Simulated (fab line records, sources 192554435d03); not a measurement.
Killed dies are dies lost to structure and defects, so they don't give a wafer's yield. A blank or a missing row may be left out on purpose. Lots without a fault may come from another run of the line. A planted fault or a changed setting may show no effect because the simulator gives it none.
A struck lot beside a sound one | flow n5_finfet | 16 steps out of a route of 1938
Sound: wafers L718.1, L718.4, L718.6. Struck: wafer L728.6. (L728.1, L728.3 of the same lot were not struck and are left out.) The cause comes at the end.
At each step with rows: each side's tool, then ch and its chambers, then its first start. Under that, the readings that differ: sound wafers | struck wafers | difference of the means | sigmas: that difference in standard deviations of wafers without a fault.
alike: readings whose means differ by less than 2 such deviations, and words and numbers that are the same on both sides. not compared: withheld readings, readings that some wafer has no value for, bounds like >300 that may hide the same value, and numbers for which the record gives no deviation and whose values overlap.
The two part at a step that has a row with sigmas, a row that says differs or no value, or rows on one side only. Numbers that don't overlap but have no deviation are shown without sigmas and don't part them. A reading that every wafer of one side lacks parts them only if that side has two wafers or more.

first, 7 steps without rows for these wafers: N5_GATE_CUT_COAT_27 (time 60 s, resist thk 10 nm); N5_GATE_CUT_COAT_07 (resist thk 30 nm); N5_GATE_CUT_EBR_09; N5_GATE_CUT_SOFTBAKE_08 (time 60 s); N5_GATE_CUT_EXPOSE_10 (exposes mask GATE CUT, target cd 20 nm); N5_GATE_CUT_PEB_11 (peb time 60 s); N5_GATE_CUT_DEVELOP_12 (develop time 30 s).
N5_GATE_CUT_CD_MEAS_13: target cd 20 nm.
  sound on cd_sem-02 ch 0, day 6 05:24; struck on cd_sem-02 ch 0, day 8 20:36
  alike: cd_nm
N5_GATE_CUT_OVL_MEAS_14:
  sound on overlay-01 ch 0, day 6 05:26; struck on overlay-02 ch 0, day 8 20:38
  alike: GATE_CUT_OVL
N5_GATE_CUT_INSPECT_15: inspects for defects (brightfield).
  sound on defect_inspect-01, day 6 05:29; struck on defect_inspect-02, day 8 20:41
  alike: raw_defect_count
N5_GATE_CUT_DESCUM_18: chemistry O2, time 7 s.
  sound on rie_diel-04 ch 0,1,2, day 6 05:32; struck on rie_diel-01 ch 0, day 8 21:01
  reading                         | sound             | struck | difference | sigmas
  rf_vpp_V (V)                    | 245.2 245.6 242.9 | 241.9  | -2.7       | -2
  showerhead_plenum_p_Torr (Torr) | 2.23 2.15 2.10    | 2.01   | -0.15      | -3
  throttle_valve_pct (%)          | 20.45 20.25 20.76 | 20.00  | -0.49      | -2
  alike: drypump_motor_current_A, oes_product_au
  not compared: rf_hours_counter_h
N5_GATE_CUT_ETCH_28: etches underlayer in N2/H2, target depth 13 nm, time 10.4 s.
  sound on rie_diel-04 ch 0,1,2, day 6 05:34; struck on rie_diel-01 ch 0, day 8 21:03
  reading                         | sound             | struck | difference | sigmas
  rf_vpp_V (V)                    | 529.4 525.1 525.0 | 521.7  | -4.8       | -2
  showerhead_plenum_p_Torr (Torr) | 2.71 2.64 2.54    | 2.45   | -0.18      | -3
  throttle_valve_pct (%)          | 18.01 17.98 18.03 | 17.52  | -0.49      | -2
  alike: drypump_motor_current_A, etch_rf_on_time_s, oes_product_au
  not compared: rf_hours_counter_h
N5_GATE_CUT_ETCH_36: etches SiARC in CF4, target depth 13 nm, time 21.7 s.
  sound on rie_diel-04 ch 0,1,2, day 6 05:35; struck on rie_diel-01 ch 0, day 8 21:04
  reading                         | sound          | struck | difference | sigmas
  etch_rf_on_time_s (s)           | 22.2 21.5 21.6 | 14.2   | -7.6       | -18
  oes_product_au (a.u.)           | 0.76 0.63 0.63 | 0.85   | +0.18      | +3
  showerhead_plenum_p_Torr (Torr) | 2.27 2.22 2.15 | 2.07   | -0.14      | -3
  alike: drypump_motor_current_A, rf_vpp_V, throttle_valve_pct
  not compared: rf_hours_counter_h
N5_GATE_CUT_ETCH_37: etches SOC in N2/H2, target depth 60 nm, overetch 12 nm, time 90 s.
  sound on rie_diel-04 ch 0,1,2, day 6 05:37; struck on rie_diel-01 ch 0, day 8 21:05
  reading                         | sound             | struck | difference | sigmas
  showerhead_plenum_p_Torr (Torr) | 2.71 2.64 2.54    | 2.45   | -0.18      | -3
  throttle_valve_pct (%)          | 17.98 17.96 18.00 | 17.48  | -0.50      | -2
  alike: drypump_motor_current_A, oes_product_au, rf_vpp_V
  not compared: rf_hours_counter_h
-- the record jumps here: 9 days lie between the struck wafers' starts before and after (it left off in module GATE_CUT and takes up again in module BEOL_M4, whose first step shown is number 1111 of the route) --
N5_BEOL_M4_RC_MEAS_101:
  sound on prober-01 ch 0, day 17 03:32; struck on prober-01 ch 0, day 17 15:22
  alike: DIBL_N, DIBL_P, IOFF_N, IOFF_P, ION_N, ION_P, SS_N, SS_P, VT_N, VT_P
then, 1 step without rows for these wafers: N5_PASSIVATION_PROBE_49.

WHERE THEY PART
First at N5_GATE_CUT_DESCUM_18; last, within this record, at N5_GATE_CUT_ETCH_37. Later steps at which nothing parts them and some readings are alike: N5_BEOL_M4_RC_MEAS_101.

WHY: what the simulator had put in
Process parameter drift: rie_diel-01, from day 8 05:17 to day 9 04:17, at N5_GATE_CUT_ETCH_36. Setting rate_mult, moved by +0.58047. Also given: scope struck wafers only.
